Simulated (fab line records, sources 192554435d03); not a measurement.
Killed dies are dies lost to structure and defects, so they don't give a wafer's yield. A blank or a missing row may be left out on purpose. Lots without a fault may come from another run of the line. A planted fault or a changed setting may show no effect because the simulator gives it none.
fab line records | flow n5_finfet
record lots=3 wafers=9 last_day=16
route steps=1938 shown BEOL_M4@1105 BEOL_M5@1112 PASSIVATION@1936
lots that met no fault: from a run of the same line without faults
start_h: hours from the record's first day to the start of the lot's first wafer shown | wait_h: hours since the lot's step before | " the same as in the row above | L1.1+2: a row that stands for several wafers | - no value, or no start given | * or withheld: withheld | < > ~ a bound
route shown NAME@n: a module of which the file shows steps, and the number in the route of the first | usual: mean/standard deviation of fault-free wafers | same: alike in all rows | chamber/n: place in a boat | sites: the reading at each site | _std_site: their standard deviation | _edge_site: outer sites' mean less inner sites' | radius_mm: how far each site lies from the wafer's centre | mask NAME#n: copy n | behind: the tool/chamber that last shaped the wafer | hold: why the lot was held/for how many hours/how that ended | device: the transistor (n, p or np) that didn't switch | end of line: the same wafers' tests at the end of the route | a step without rows: its recipe alone | killed: dies lost to structure and defects at the first sort, not the wafer's yield | map: a wafer's dies, x killed, . not, _ none there
set.NAME: the setting as run; set.NAME@STEP: as run at that earlier step | model.NAME: the simulator's own value behind a step, which no gauge read
lots at some steps of the route; a table a step, a row a wafer
## steps
# step N5_BEOL_M4_PRE_CLEAN_60
# recipe gas=NH3/H2 time_s=15 temp_c=* rf_power_w=300
# step N5_BEOL_M4_CO_CAP_55
# recipe material=Co target_thk_a=20 temp_c=200 precursor=CCTBA/H2 pressure_torr=30 time_s=102.1
# step N5_BEOL_M4_PRE_CLEAN_56
# recipe gas=NH3 time_s=15 temp_c=withheld rf_power_w=300
# step N5_BEOL_M4_DEP_57
# recipe material=SiCN target_thk_a=80 temp_c=withheld precursor=3MS/NH3 pressure_torr=3 rf_w=202 time_s=14
# step N5_BEOL_M5_ILD_DEP_00
# recipe material=SiCOH_lowk target_thk_a=1406.4 temp_c=300 precursor=DEMS/porogen pressure_torr=5 rf_w=500 time_s=25.9
# step N5_BEOL_M5_CURE_79
# recipe temp_c=385 time_s=240 ambient=He/Ar material=SiCOH_lowk
# step N5_BEOL_M5_PECVD_70
# recipe material=SiO2 target_thk_a=160 temp_c=400 precursor=TEOS/O2 pressure_torr=5.5 rf_w=450 teos_flow_sccm=53.8 gas=O2 flow_sccm=3000 time_s=18
# step N5_BEOL_M5_HM_DEP_02
# recipe material=TiN target_thk_a=200 temp_c=25 chamber_pressure_pa=0.49996
# usual chamber_pressure_pa=0.4999/0.00096 throttle_valve_pct=30.3/1.3
# columns lot.wafer tool chamber start_h wait_h chamber_pressure_pa throttle_valve_pct
L939.1 pvd_sputter-03 - 181.84 0.7 0.5010 31.1
L939.5 " - " " 0.5003 31.1
L939.6 " - " " 0.4982 31.8
L940.1 pvd_sputter-01 - 191.70 0.2 0.4993 28.9
L940.2 " - " " 0.5008 27.3
L940.5 " - " " 0.5007 30.5
L952.1 pvd_sputter-03 - 281.96 1.1 0.5009 30.9
L952.4 " - " " 0.4988 30.9
L952.6 " - " " 0.5008 30.9
# step N5_BEOL_M5_COAT_59
# recipe resist=SOC temp_c=250 time_s=60 spin_rpm=1500 resist_thk_nm=60
# step N5_BEOL_M5_COAT_60
# recipe resist=SiARC temp_c=220 time_s=60 spin_rpm=1500 resist_thk_nm=12
# step N5_BEOL_M5_COAT_71
# recipe resist=underlayer temp_c=205 time_s=60 spin_rpm=1500 resist_thk_nm=5
# step N5_BEOL_M5_COAT_05
# recipe resist=CAR-EUV spin_rpm=1500 resist_thk_nm=30
# step N5_BEOL_M5_EBR_07
# recipe solvent=PGMEA ebr_width_mm=1.5
# step N5_BEOL_M5_SOFTBAKE_06
# recipe temp_c=110 time_s=60 resist=CAR-EUV
# step N5_BEOL_M5_EXPOSE_08
# recipe mask_id=M5 na=0.33 source_shape=annular sigma_inner=0.4 sigma_outer=0.8 polarization=unpolarized target_cd_nm=28 dose_mj=35.75
# step N5_BEOL_M5_PEB_09
# recipe peb_temp_c=100 peb_time_s=60 resist=CAR-EUV
# step N5_BEOL_M5_DEVELOP_10
# recipe develop_time_s=30 developer=TMAH resist=CAR-EUV rinse_liquid=surfactant_rinse dry=air_spin dev_temp_c=23
# step N5_BEOL_M5_DESCUM_16
# recipe chemistry=O2 time_s=7 source_power_w=50 bias_power_w=20 pressure_mtorr=20 rf_frequency_hz=2.712e+07 temp_c=40 resist=CAR-EUV o2_flow_sccm=225
# step N5_BEOL_M5_ETCH_72
# recipe chemistry=N2/H2 target=underlayer target_depth_a=65 mask_material=CAR-EUV time_s=5.2 ion_energy_ev=200 pressure_mtorr=30 source_w=840 bias_w=150 n2_flow_sccm=200 h2_flow_sccm=200 ends=cleared
# step N5_BEOL_M5_ETCH_61
# recipe chemistry=CF4 target=SiARC target_depth_a=156 mask_material=CAR-EUV time_s=26 ion_energy_ev=80 pressure_mtorr=40 source_w=545 bias_w=36 Ar_flow_sccm=100 cf4_flow_sccm=100 ends=cleared
# step N5_BEOL_M5_ETCH_62
# recipe chemistry=N2/H2 target=SOC target_depth_a=750 overetch_a=150 mask_material=SiARC temp_c=40 time_s=112.5 ion_energy_ev=200 pressure_mtorr=30 source_w=840 bias_w=150 n2_flow_sccm=200 h2_flow_sccm=200
# step N5_BEOL_M5_STRIP_63
# recipe chemistry=N2/H2 temp_c=40 n2_flow_sccm=200 h2_flow_sccm=200 rf_frequency_hz=6e+07
# step N5_BEOL_M5_STRIP_73
# recipe chemistry=N2/H2 temp_c=40 n2_flow_sccm=200 h2_flow_sccm=200 rf_frequency_hz=6e+07
# step N5_BEOL_M5_STRIP_64
# recipe chemistry=CF4 resist=SiARC power_w=300 bias_power_w=75 pressure_mtorr=50 cf4_flow_sccm=150 rf_frequency_hz=6e+07
# step N5_BEOL_M5_HM_OPEN_17
# recipe chemistry=Cl2/BCl3 target_depth_a=200 overetch_a=60 target=TiN mask_material=SOC ion_energy_ev=150 pressure_mtorr=10 icp_w=1000 bias_w=126 Cl2_flow_sccm=53.25 bcl3_flow_sccm=21.75 Ar_flow_sccm=25
# step N5_BEOL_M5_STRIP_19
# recipe chemistry=O2 power_w=400 temp_c=40 pressure_mtorr=30 rf_frequency_hz=6e+07 bias_power_w=0 overash_fraction=0.2 o2_flow_sccm=225
# step N5_BEOL_M5_COAT_65
# recipe resist=SOC temp_c=250 time_s=60 spin_rpm=1500 resist_thk_nm=60
# step N5_BEOL_M5_COAT_66
# recipe resist=SiARC temp_c=220 time_s=60 spin_rpm=1500 resist_thk_nm=12
# step N5_BEOL_M5_COAT_74
# recipe resist=underlayer temp_c=205 time_s=60 spin_rpm=1500 resist_thk_nm=5
# step N5_BEOL_M5_COAT_22
# recipe resist=CAR-EUV spin_rpm=1500 resist_thk_nm=30
# step N5_BEOL_M5_EBR_24
# recipe solvent=PGMEA ebr_width_mm=1.5
# step N5_BEOL_M5_SOFTBAKE_23
# recipe temp_c=110 time_s=60 resist=CAR-EUV
# step N5_BEOL_M5_EXPOSE_25
# recipe mask_id=V4 na=0.33 source_shape=quasar sigma_inner=0.2 sigma_outer=0.6 polarization=unpolarized defocus_nm=10 dose_mj=52.75
# step N5_PASSIVATION_PROBE_49
# usual defect_limited_yield=91.2/1.6 killed_at_M0_to_M3=34/11 killed_at_M4_up=13/5.2 killed_at_contacts=13/6.3 killed_at_front_end=40/14 killed_at_other=3.2/2.4 killed_dies=104/19 killed_on_rim=14/4.2 killed_open=69/14 killed_short=32/7.5 sort_bin_4_leakage=0.00/0.04 sort_bin_5_function=5.3/1.1 sort_bin_6_memory=3.2/0.73 sort_n_pass=1076/19 sort_yield_pct=91.2/1.6
# same gross_dies=1180 killed_at_back_side=0 sort_bin_8_speed[%]=0
# columns lot.wafer tool chamber start_h wait_h defect_limited_yield[%] killed_at_M0_to_M3 killed_at_M4_up killed_at_contacts killed_at_front_end killed_at_other killed_dies killed_on_rim killed_open killed_short sort_bin_4_leakage[%] sort_bin_5_function[%] sort_bin_6_memory[%] sort_n_pass sort_yield_pct[%]
L939.1 prober-01 - 287.42 0.0 91.5 39 19 10 32 0 100 10 65 35 0 5.6 2.8 1080 91.5
L939.5 prober-01 - 287.62 0.2 90.8 28 15 25 37 3 108 16 75 33 0 5.4 3.4 1072 90.8
L939.6 prober-01 - 287.67 0.3 90.8 34 7 25 43 0 109 18 79 27 0 5.6 3.4 1071 90.8
L940.1 prober-01 - 296.91 0.0 92.9 34 6 14 24 6 84 18 51 29 0 4.0 2.9 1096 92.9
L940.2 prober-01 - 296.96 0.1 90.1 59 11 19 28 0 117 7 73 41 0 6.6 3.1 1063 90.1
L940.5 prober-01 - 297.11 0.2 92.2 30 14 16 27 5 92 16 64 27 0 4.8 2.6 1088 92.2
L952.1 prober-01 - 384.97 0.0 81.3 53 107 6 53 2 221 20 88 42 0 12.3 4.7 959 81.3
L952.4 prober-01 - 385.12 0.2 86.0 51 53 14 43 4 165 30 77 45 0.34 8.4 4.4 1011 85.7
L952.6 prober-01 - 385.22 0.3 81.1 57 100 16 43 7 223 31 84 42 0 12.1 5.2 957 81.1
# killed by level:class
L939.1 BEOL_M4:geometric_particle:open=10 BEOL_M0_SAQP:geometric_particle:short=10 MOL_CONTACT_COAG:geometric_particle:open=8 FIN_SAQP:geometric_particle:short=6 BEOL_M1:geometric_particle:open=6 BEOL_M3:geometric_particle:open=6 DUMMY_GATE:geometric_particle:open=5 BEOL_M2:geometric_particle:open=5
L939.5 MOL_CONTACT_COAG:geometric_particle:open=21 BEOL_M2:geometric_particle:open=11 STI_FIN_REVEAL:geometric_particle:open=9 GATE_CUT:geometric_particle:short=8 BEOL_M0_SAQP:geometric_particle:short=6 FIN_SAQP:geometric_particle:short=5 BEOL_M4:geometric_particle:open=5 FIN_SAQP:geometric_particle:open=4
L939.6 MOL_CONTACT_COAG:geometric_particle:open=20 FIN_SAQP:geometric_particle:open=14 STI_FIN_REVEAL:geometric_particle:open=9 BEOL_M0_SAQP:geometric_particle:open=9 FIN_SAQP:geometric_particle:short=6 BEOL_M1:geometric_particle:open=6 MOL_CONTACT_COAG:geometric_particle:short=5 BEOL_M0_SAQP:geometric_particle:short=5
L940.1 MOL_CONTACT_COAG:geometric_particle:open=13 BEOL_M0_SAQP:geometric_particle:short=11 STI_FIN_REVEAL:geometric_particle:open=8 BEOL_M0_SAQP:geometric_particle:open=7 BEOL_M3:geometric_particle:open=6 BEOL_M1:geometric_particle:open=3 PASS1_DEP:geometric_particle:open=3 STARTING-WAFER:geometric_particle:short=3
L940.2 BEOL_M3:geometric_particle:open=16 MOL_CONTACT_COAG:geometric_particle:open=12 BEOL_M0_SAQP:geometric_particle:short=11 STI_FIN_REVEAL:geometric_particle:open=7 BEOL_M1:geometric_particle:open=7 MOL_CONTACT_COAG:geometric_particle:short=6 BEOL_M3:geometric_particle:short=6 BEOL_M2:geometric_particle:open=6
L940.5 MOL_CONTACT_COAG:geometric_particle:open=13 BEOL_M3:geometric_particle:open=9 BEOL_M4:geometric_particle:open=9 STI_FIN_REVEAL:geometric_particle:open=7 BEOL_M1:geometric_particle:open=7 ILD0:geometric_particle:open=4 ILD0:geometric_particle:short=4 STARTING-WAFER:geometric_particle:short=4
L952.1 BEOL_M5:unspecified=90 FIN_SAQP:geometric_particle:open=19 BEOL_M0_SAQP:geometric_particle:open=16 BEOL_M0_SAQP:geometric_particle:short=12 FIN_SAQP:geometric_particle:short=10 BEOL_M1:geometric_particle:open=10 BEOL_M4:geometric_particle:open=9 GATE_CUT:geometric_particle:short=8
L952.4 BEOL_M5:unspecified=42 BEOL_M3:geometric_particle:open=15 FIN_SAQP:geometric_particle:open=14 BEOL_M0_SAQP:geometric_particle:open=13 MOL_CONTACT_COAG:geometric_particle:open=10 FIN_SAQP:geometric_particle:short=7 BEOL_M2:geometric_particle:short=7 BEOL_M0_SAQP:geometric_particle:short=6
L952.6 BEOL_M5:unspecified=96 FIN_SAQP:geometric_particle:open=16 BEOL_M3:geometric_particle:open=15 BEOL_M0_SAQP:geometric_particle:open=12 FIN_SAQP:geometric_particle:short=11 BEOL_M0_SAQP:geometric_particle:short=11 MOL_CONTACT_COAG:geometric_particle:open=10 BEOL_M1:geometric_particle:open=7
# map L952.6 (x killed, . not)
_________________............________________
______________................xx_____________
___________........................__________
__________..........x..xx...x...xx.._________
________............x................._______
_______.x..........x..........x........______
______.....x.......x...................._____
_____....x......x..............x....xxx..____
____.....x...x........x..............x..x.___
___.....................x....x........x....__
___.......x......x.........x.....x.........__
__.x..x.........x...x......................._
__.x.........x..x................x.........._
_.x.............x.....x..............x..x..x.
_xx.....x........x.x........xx..x............
_...........x..................x........xx...
_.....x....x.x.....xx..x........x.......x....
_.....x.......................x...xx.x.......
_.........x.x...................x....x.x....x
_............x........x.......x..xxxxxxx..x..
_...............................xxxxxxxx.x...
__.........x......x..........x..xxxxxxxxxx.x_
__...x....x..................xxxxxxxxxxxxxx._
___x..x...............x.x.....xxxxxxxxxxxxx__
___.........x...x.............xxxxxxxxxxx..__
____...x......x.........x......xxxxxxxxxxx___
_____.....x.......x..xx.........xxxxxxxxx____
______......x....x....x.........x.xxxxxx_____
_______..x...............x..x..xx.x..x.______
________x...x......x.....x....xx......_______
__________.x....xx..............xx.._________
___________..x................xx...__________
______________..x......x....x..x_____________
_________________...x..x.xx..________________
# map L939.6 (x killed, . not)
_________________...........x________________
______________...x.............x_____________
___________.....x..................__________
__________.........................._________
________.......x..x..................._______
_______.x..........x.......x...........______
______x.x...x............x..x....x....x._____
_____.............x..x.x.....x.x.........____
____.............x....x...................___
___...................................x...x__
___x.....x.x...............................__
__........x.........................xx..x..._
__...............................x.....x...._
_...x...........x...........x............x...
_....x.....xx.x...x.................x........
_.........x...x............x.................
_.x..........................................
_.............................x......x...x...
_.x.....xx.....x......x.....x................
_.......x.............x............x.x.......
_x..x...x..x........x........................
__............x...............xx............_
__....x.......x.........................x..._
___......x.x.................x.x.....x.....__
___...xx......x..........................x.__
____..........x.x..........x...x.x........___
_____.........x...x.........x............____
______.x....x...................x......._____
_______..x.........................x...______
________.x.....x...x...x.............._______
__________.........x........x.x....x_________
___________...x...........x...x.x..__________
______________.................x_____________
_________________x..........x________________
## key
first_sign step=N5_PASSIVATION_PROBE_49 reading=killed_at_M4_up direction=up sigmas=14 usual=13 struck=87
effect step=N5_PASSIVATION_PROBE_49 reading=killed_dies direction=up sigmas=5.2 usual=104 struck=203
more_kills_born_at N5_BEOL_M5_HM_DEP_02@pvd_sputter-03=228
met_at N5_BEOL_M5_HM_DEP_02
struck_wafers L952.1,L952.4,L952.6
onset_between 181.84 281.96
also_fits time
fault kind=chamber_particle_source tool=pvd_sputter-03 chamber=- onset_h=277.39 steps=N5_BEOL_M5_HM_DEP_02 rate_per_visit_cm2=0.42242 end_h=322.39
